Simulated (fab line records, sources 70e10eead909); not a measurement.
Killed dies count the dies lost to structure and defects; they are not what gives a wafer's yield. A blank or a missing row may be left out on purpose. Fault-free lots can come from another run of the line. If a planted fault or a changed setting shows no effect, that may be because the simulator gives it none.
What tool caused it? -- flow nand harc -- 72 wafers from 24 lots sampled at 4 of the route's 1302 steps

## WHAT THE GAUGES READ, wafer by wafer
NHARC_A_M0_THK_MEAS_24: measures by xrf. Usual: thk nm reads 113.9 nm (standard deviation 1.3).
lot,measured,on,thk nm (nm),flag
L074,day 22 17:41,film metro-02,113.9 112.0 115.4,
L076,day 23 05:53,film metro-01,115.1 115.3 113.9,
L075,day 23 08:41,film metro-01,113.3 114.5 112.3,
L078,day 23 18:22,film metro-02,113.5 112.3 113.1,
L077,day 24 01:25,film metro-02,113.5 114.4 115.1,
L079,day 24 03:02,film metro-01,112.0 113.3 111.2,
L081,day 24 16:13,film metro-02,112.7 114.2 114.0,
L080,day 24 21:41,film metro-01,113.5 112.8 113.9,
L083,day 25 20:25,film metro-02,116.6 113.2 111.2,
L082,day 26 06:52,film metro-02,114.3 112.3 115.4,
L085,day 26 20:12,film metro-01,116.3 114.9 115.0,
L084,day 26 19:12,film metro-01,113.6 114.0 112.7,
L087,day 28 02:08,film metro-01,112.6 111.2 113.9,
L086,day 28 01:35,film metro-01,114.6 115.3 111.9,
L088,day 28 18:58,film metro-01,115.6 115.3 115.1,
L091,day 28 22:53,film metro-01,114.0 113.5 115.0,
L090,day 29 00:32,film metro-02,115.0 113.8 115.6,
L089,day 29 06:52,film metro-02,116.4 115.7 115.8,
L092,day 29 21:32,film metro-01,115.6 112.7 115.3,
L093,day 31 00:04,film metro-02,112.8 114.9 114.4,
L095,day 30 23:44,film metro-02,111.3 114.2 113.7,
L094,day 31 04:56,film metro-02,112.2 113.4 115.2,
L096,day 31 17:58,film metro-02,114.2 112.3 115.0,
L097,day 33 09:43,film metro-02,113.6 114.7 112.7,

## WHICH TOOL RAN EACH LOT (tool, then ch and the chambers of the sampled wafers, then the start)
lot,NHARC_A_CONTACT_DESCUM_13,NHARC_A_M0_PRE_CLEAN_29,NHARC_A_M0_CMP_23
L074,"rie diel-01 ch 0,1, day 22 04:55","pvd sputter-02, day 22 17:28 or earlier","cmp-02 ch 0,2,3, day 22 17:28"
L076,"rie diel-05 ch 0,1,3, day 22 17:23","pvd sputter-03, day 23 05:35 or earlier","cmp-02 ch 0,2,3, day 23 05:35"
L075,"rie diel-08 ch 1,2, day 22 20:01","pvd sputter-03, day 23 08:27 or earlier","cmp-02 ch 0,1,2, day 23 08:27"
L078,"rie diel-01 ch 0,1,2, day 23 05:39","pvd sputter-02, day 23 18:04 or earlier","cmp-02 ch 0,2, day 23 18:04"
L077,"rie diel-05 ch 0,1, day 23 12:49","pvd sputter-03, day 24 01:07 or earlier","cmp-02 ch 0,1,2, day 24 01:07"
L079,"rie diel-08 ch 1,2,3, day 23 14:28","pvd sputter-02, day 24 02:45 or earlier","cmp-02 ch 0,1,3, day 24 02:45"
L081,"rie diel-05 ch 2,3, day 24 03:20","pvd sputter-01, day 24 15:55 or earlier","cmp-02 ch 0,1, day 24 15:55"
L080,"rie diel-05 ch 0,2,3, day 24 09:00","pvd sputter-03, day 24 21:22 or earlier","cmp-04 ch 0,2, day 24 21:22"
L083,"rie diel-05 ch 0,1,2, day 25 07:36","pvd sputter-02, day 25 20:08 or earlier","cmp-04 ch 0,2,3, day 25 20:08"
L082,"rie diel-01 ch 0,1,3, day 25 12:35","pvd sputter-03, day 26 06:34 or earlier","cmp-02 ch 0,1,2, day 26 06:34"
L085,"rie diel-05 ch 0,1,3, day 26 06:08","pvd sputter-02, day 26 19:53 or earlier","cmp-04 ch 0,1, day 26 19:53"
L084,"rie diel-01 ch 1,2,3, day 26 06:30","pvd sputter-01, day 26 18:58 or earlier","cmp-02 ch 1,2,3, day 26 18:58"
L087,"rie diel-05 ch 0,1,3, day 27 12:22","pvd sputter-01, day 28 01:55 or earlier","cmp-03 ch 0,1,3, day 28 01:55"
L086,"rie diel-08 ch 0,3, day 27 12:34","pvd sputter-03, day 28 01:17 or earlier","cmp-04 ch 0,3, day 28 01:17"
L088,"rie diel-08 ch 1,2,3, day 28 06:28","pvd sputter-02, day 28 18:42 or earlier","cmp-02 ch 0,1,3, day 28 18:42"
L091,"rie diel-05 ch 0,1, day 28 10:10","pvd sputter-03, day 28 22:34 or earlier","cmp-02 ch 0,2,3, day 28 22:34"
L090,"rie diel-05 ch 1,2, day 28 11:53","pvd sputter-02, day 29 00:16 or earlier","cmp-04 ch 0,1,2, day 29 00:16"
L089,"rie diel-08 ch 0,1, day 28 15:34","pvd sputter-03, day 29 06:33 or earlier","cmp-03 ch 0,1,3, day 29 06:33"
L092,"rie diel-05 ch 0,2,3, day 29 08:55","pvd sputter-03, day 29 21:13 or earlier","cmp-04 ch 0,1,3, day 29 21:13"
L093,"rie diel-08 ch 0,1, day 30 10:43","pvd sputter-01, day 30 23:46 or earlier","cmp-02 ch 2,3, day 30 23:46"
L095,"rie diel-01 ch 1,2,3, day 30 11:05","pvd sputter-01, day 30 23:27 or earlier","cmp-04 ch 0,1, day 30 23:27"
L094,"rie diel-01 ch 1,2,3, day 30 16:13","pvd sputter-02, day 31 04:38 or earlier","cmp-02 ch 0,1,2, day 31 04:38"
L096,"rie diel-05 ch 0,1,3, day 31 04:58","pvd sputter-02, day 31 17:40 or earlier","cmp-04 ch 0,1,2, day 31 17:40"
L097,"rie diel-01 ch 1,2,3, day 32 18:11","pvd sputter-02, day 33 09:23 or earlier","cmp-03 ch 1,2,3, day 33 09:23"
- NHARC_A_CONTACT_DESCUM_13: chemistry O2, time 3 s.
- NHARC_A_M0_PRE_CLEAN_29: time 30 s.
- NHARC_A_M0_CMP_23: polishes, t overpolish 20 s, target thk 113.75 nm.

## WHAT THE TOOLS THEMSELVES READ (means of the sampled wafers that have a number; where no wafer has one, the mark that the record gives instead)
NHARC_A_CONTACT_DESCUM_13. Usual: chamber pressure mTorr 60.00 mTorr, standard deviation 0.052; drypump motor current A 5.69 A, standard deviation 0.23; oes product au 0.999 a.u., standard deviation 0.011; rf vpp V 57.8 V, standard deviation 0.87; showerhead plenum p Torr 1.89 Torr, standard deviation 0.096; throttle valve pct 11.311 %, standard deviation 0.0088.
lot,tool,chamber pressure mTorr (mTorr),drypump motor current A (A),oes product au (a.u.),rf vpp V (V),showerhead plenum p Torr (Torr),throttle valve pct (%),flag
L074,rie diel-01,60.03,5.88,0.999,56.9,1.87,11.322,
L076,rie diel-05,60.02,5.51,0.994,58.9,1.90,11.312,
L075,rie diel-08,59.94,5.61,1.016,57.9,1.96,11.311,
L078,rie diel-01,60.02,5.88,0.996,57.7,1.84,11.323,
L077,rie diel-05,59.99,5.48,0.990,58.1,1.93,11.317,
L079,rie diel-08,60.00,5.75,1.007,58.4,1.90,11.308,
L081,rie diel-05,59.99,5.67,1.000,57.3,1.79,11.312,
L080,rie diel-05,59.99,5.61,1.002,57.6,1.82,11.312,
L083,rie diel-05,60.01,5.54,1.005,57.3,1.88,11.314,
L082,rie diel-01,60.01,5.72,0.992,57.4,1.84,11.315,
L085,rie diel-05,60.03,5.51,0.997,58.4,1.89,11.314,
L084,rie diel-01,60.02,5.95,0.996,57.4,1.82,11.303,
L087,rie diel-05,60.01,5.52,1.002,57.8,1.89,11.304,
L086,rie diel-08,59.99,5.80,0.993,58.3,1.99,11.313,
L088,rie diel-08,60.01,5.75,1.013,57.9,1.88,11.303,
L091,rie diel-05,60.00,5.48,0.993,58.3,1.92,11.319,
L090,rie diel-05,59.99,5.53,0.993,58.5,2.00,11.315,
L089,rie diel-08,60.05,5.65,0.999,58.0,2.05,11.311,
L092,rie diel-05,59.99,5.62,1.013,58.1,1.92,11.318,
L093,rie diel-08,59.98,5.57,1.014,56.9,2.03,11.313,
L095,rie diel-01,60.02,5.96,0.992,58.6,1.81,11.321,
L094,rie diel-01,60.02,5.94,0.989,57.3,1.81,11.310,
L096,rie diel-05,59.94,5.53,0.996,57.9,1.89,11.310,
L097,rie diel-01,60.00,5.97,0.986,56.8,1.81,11.304,

NHARC_A_M0_PRE_CLEAN_29. Usual: heater power w reads 401 W (standard deviation 38).
lot,tool,heater power w (W),flag
L074,pvd sputter-02,375,
L076,pvd sputter-03,398,
L075,pvd sputter-03,401,
L078,pvd sputter-02,369,
L077,pvd sputter-03,387,
L079,pvd sputter-02,389,
L081,pvd sputter-01,446,
L080,pvd sputter-03,387,
L083,pvd sputter-02,368,
L082,pvd sputter-03,406,
L085,pvd sputter-02,357,
L084,pvd sputter-01,471,
L087,pvd sputter-01,417,
L086,pvd sputter-03,412,
L088,pvd sputter-02,377,
L091,pvd sputter-03,420,
L090,pvd sputter-02,364,
L089,pvd sputter-03,390,
L092,pvd sputter-03,402,
L093,pvd sputter-01,446,
L095,pvd sputter-01,415,
L094,pvd sputter-02,383,
L096,pvd sputter-02,369,
L097,pvd sputter-02,382,

NHARC_A_M0_CMP_23. Usual: motor current A 12.3 A, standard deviation 1.1; time to endpoint s 29.0 s, standard deviation 2.2.
lot,tool,motor current A (A),time to endpoint s (s),flag
L074,cmp-02,12.9,29.9,
L076,cmp-02,12.7,28.0,
L075,cmp-02,12.1,28.0,
L078,cmp-02,12.3,28.0,
L077,cmp-02,12.1,27.3,
L079,cmp-02,12.8,27.4,
L081,cmp-02,12.4,26.7,
L080,cmp-04,12.3,32.1,
L083,cmp-04,11.8,28.1,
L082,cmp-02,12.4,26.1,
L085,cmp-04,11.4,29.6,
L084,cmp-02,12.7,29.1,
L087,cmp-03,13.0,31.4,
L086,cmp-04,11.0,31.5,
L088,cmp-02,13.2,27.2,
L091,cmp-02,13.0,29.9,
L090,cmp-04,11.7,30.5,
L089,cmp-03,12.8,28.8,
L092,cmp-04,11.2,32.0,
L093,cmp-02,13.5,28.0,
L095,cmp-04,11.3,29.2,
L094,cmp-02,12.1,27.9,
L096,cmp-04,11.7,31.1,
L097,cmp-03,11.8,28.5,

## THE ANSWER, worked out from the rows above alone
Rule: a lot counts as off when the mean over its wafers that have a number is more than 3 standard deviations away from the usual mean. A lot without any number at a reading at which 4 lots or more have one is off too. Where the step has rows for the other lots, those lots are counted as sound. First the gauges in route order, then the tools' own readings, where a lot's mean is used as printed above. The first step at which some lot is off is used, and at that step the reading that is off furthest; a lot without a number counts as furthest.
No lot is off at any reading shown: from this, nothing can be told.

## WHAT THE SIMULATOR HAD PUT IN
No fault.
